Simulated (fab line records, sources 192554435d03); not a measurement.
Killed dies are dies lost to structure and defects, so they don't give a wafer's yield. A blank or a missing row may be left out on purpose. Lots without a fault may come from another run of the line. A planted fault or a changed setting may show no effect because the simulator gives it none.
One fault seen from 2 desks | flow n5_finfet | each desk has only its own numbers; what lay behind them comes last

THE DEFECT DESK
What the inspections along the route counted, lot by lot: means of the sampled wafers that have a number. A lot is out of limits, marked OUT, if its mean lies more than 4 standard deviations from the usual mean; the brackets give that distance.
Columns: A = raw_defect_count at N5_PMOS_HMC_CHANNEL_EPI_INSPECT_30, usual 19; B = raw_defect_count at N5_FIN_SAQP_INSPECT_18, usual 411; C = raw_defect_count at N5_FIN_SAQP_INSPECT_40, usual 217; D = raw_defect_count at N5_FIN_CUT_INSPECT_10, usual 40
lot  | first seen here | A  | B   | C              | D
L807 | day 1 20:44     | 27 | 280 | 222            | 45
L811 | day 2 20:41     | 16 | 435 | 198            | 30
L816 | day 4 02:29     | 21 | 444 | 180            | 31
L822 | day 5 14:17     | 20 | 255 | 169            | 33
L823 | day 5 20:29     | 15 | 855 | 643 (+7.6) OUT | 428 (+35) OUT
L824 | day 6 02:28     | 14 | 756 | 555 (+6.0) OUT | 405 (+33) OUT
L825 | day 6 09:12     | 12 | 876 | 561 (+6.1) OUT | 391 (+32) OUT
L828 | day 7 03:40     | 16 | 480 | 184            | 35
L829 | day 7 08:18     | 19 | 472 | 159            | 38
L830 | day 7 14:50     | 25 | 379 | 237            | 46
This desk's finding: out of limits on L823, L824, L825; first on L823, day 6 02:10 (raw_defect_count at N5_FIN_SAQP_INSPECT_40). In limits: L807, L811, L816, L822, L828, L829, L830.

THE METROLOGY DESK
What the gauges read, lot by lot, whatever tool the lot ran on: means of the sampled wafers that have a number. A lot is out of limits, marked OUT, if its mean lies more than 4 standard deviations from the usual mean; the brackets give that distance. Of its 12 readings 7 are shown: those that lie furthest out on some lot.
Columns: A = thk_nm at N5_FIN_SAQP_THK_MEAS_05, usual 38.0 nm; B = thk_nm at N5_FIN_SAQP_THK_MEAS_07, usual 59.6 nm; C = DIBL_P at N5_BEOL_M4_RC_MEAS_101, usual 36.3 mV/V; D = IOFF_P at N5_BEOL_M4_RC_MEAS_101, usual 0.21 nA/um; E = SS_N at N5_BEOL_M4_RC_MEAS_101, usual 71.4 mV/dec; F = VT_N at N5_BEOL_M4_RC_MEAS_101, usual 251 mV; G = VT_P at N5_BEOL_M4_RC_MEAS_101, usual -250 mV
lot  | first seen here | A    | B    | C    | D    | E    | F   | G
L807 | day 1 22:35     | 37.7 | 59.0 | 36.6 | 0.28 | 71.8 | 248 | -246
L811 | day 2 21:19     | 38.5 | 58.9 | 33.5 | 0.20 | 71.2 | 252 | -247
L816 | day 4 03:15     | 38.1 | 59.9 | 36.5 | 0.25 | 71.3 | 249 | -246
L822 | day 5 15:04     | 37.9 | 58.4 | 37.6 | 0.22 | 71.9 | 250 | -250
L823 | day 5 21:11     | 38.0 | 59.9 | 38.7 | 0.24 | 71.7 | 246 | -249
L824 | day 6 03:11     | 38.5 | 59.4 | 34.7 | 0.19 | 70.9 | 256 | -252
L825 | day 6 09:55     | 38.1 | 60.5 | 33.5 | 0.15 | 71.4 | 252 | -255
L828 | day 7 05:07     | 38.1 | 59.5 | 37.9 | 0.22 | 72.4 | 249 | -252
L829 | day 7 09:16     | 37.0 | 59.2 | 40.9 | 0.30 | 71.4 | 245 | -244
L830 | day 7 15:52     | 37.7 | 60.4 | 35.2 | 0.21 | 70.9 | 252 | -251
This desk's finding: nothing out of limits on any of the 10 lots.

PUT TOGETHER
The defect desk could have raised an alarm at day 6 02:10, on L823, L824, L825.
The metrology desk saw nothing out of limits.
The metrology desk has L823, L824, L825 on record, within its limits.
Of the lots named, all ran N5_FIN_SAQP_PRECLEAN_00 on wet_bench-01.

WHAT THE SIMULATOR HAD PUT IN
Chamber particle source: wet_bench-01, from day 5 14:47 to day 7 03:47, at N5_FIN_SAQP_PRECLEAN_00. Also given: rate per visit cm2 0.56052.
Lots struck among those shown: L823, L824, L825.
Hours from the fault's start to each desk's first reading out of limits: the defect desk, 11.
